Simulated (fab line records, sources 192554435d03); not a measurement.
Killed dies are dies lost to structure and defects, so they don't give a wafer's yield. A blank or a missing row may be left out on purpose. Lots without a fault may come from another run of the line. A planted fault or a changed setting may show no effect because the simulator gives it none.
Chamber matching | flow n5_finfet | N5_BEOL_M1_ETCHBACK_99 on rie_diel-06: 4 sister chambers
The step etches SiO2 in CHF3, target depth 5 nm, time 10.4 s. 8 wafers are shown with their chamber, then 7 later ones without.

WAFERS WITH THEIR CHAMBER
wafer  | chamber | rf_vpp_V (V) | throttle_valve_pct (%)
L081.2 | 0       | 235          | 16.78
L081.5 | 2       | 230          | 16.73
L086.4 | 2       | 230          | 16.72
L087.2 | 3       | 246          | 17.00
L087.3 | 1       | 240          | 17.13
L087.5 | 1       | 239          | 17.14
L089.2 | 0       | 235          | 16.80
L089.4 | 3       | 245          | 17.00

WAFERS WITHOUT THEIR CHAMBER
wafer  | rf_vpp_V (V) | throttle_valve_pct (%)
L089.6 | 230          | 16.73
L094.2 | 240          | 17.16
L094.3 | 233          | 16.82
L094.4 | 228          | 16.77
L096.2 | 235          | 16.85
L096.3 | 246          | 17.03
L096.4 | 239          | 17.18

WHICH CHAMBER EACH WENT THROUGH
wafer  | from the rows above | in truth
L089.6 | 2                   | 2
L094.2 | 1                   | 1
L094.3 | 0                   | 0
L094.4 | 2                   | 2
L096.2 | 0                   | 0
L096.3 | 3                   | 3
L096.4 | 1                   | 1
Placed correctly: 7 of 7. Can't be placed from these rows: 0. Placed wrongly: 0.
How it was worked out, from the rows above alone: a wafer's distance from a chamber is the root of the sum, over the readings, of the square of ((its reading less the chamber's mean) divided by the reading's scatter). The wafer belongs to the nearest chamber; if the next one is less than 2 further off, it can't be placed. A chamber's mean is the mean of its shown wafers. The scatter: the root of (the sum of the squares of (reading less its chamber's mean) over the shown wafers, divided by (wafers less chambers)).
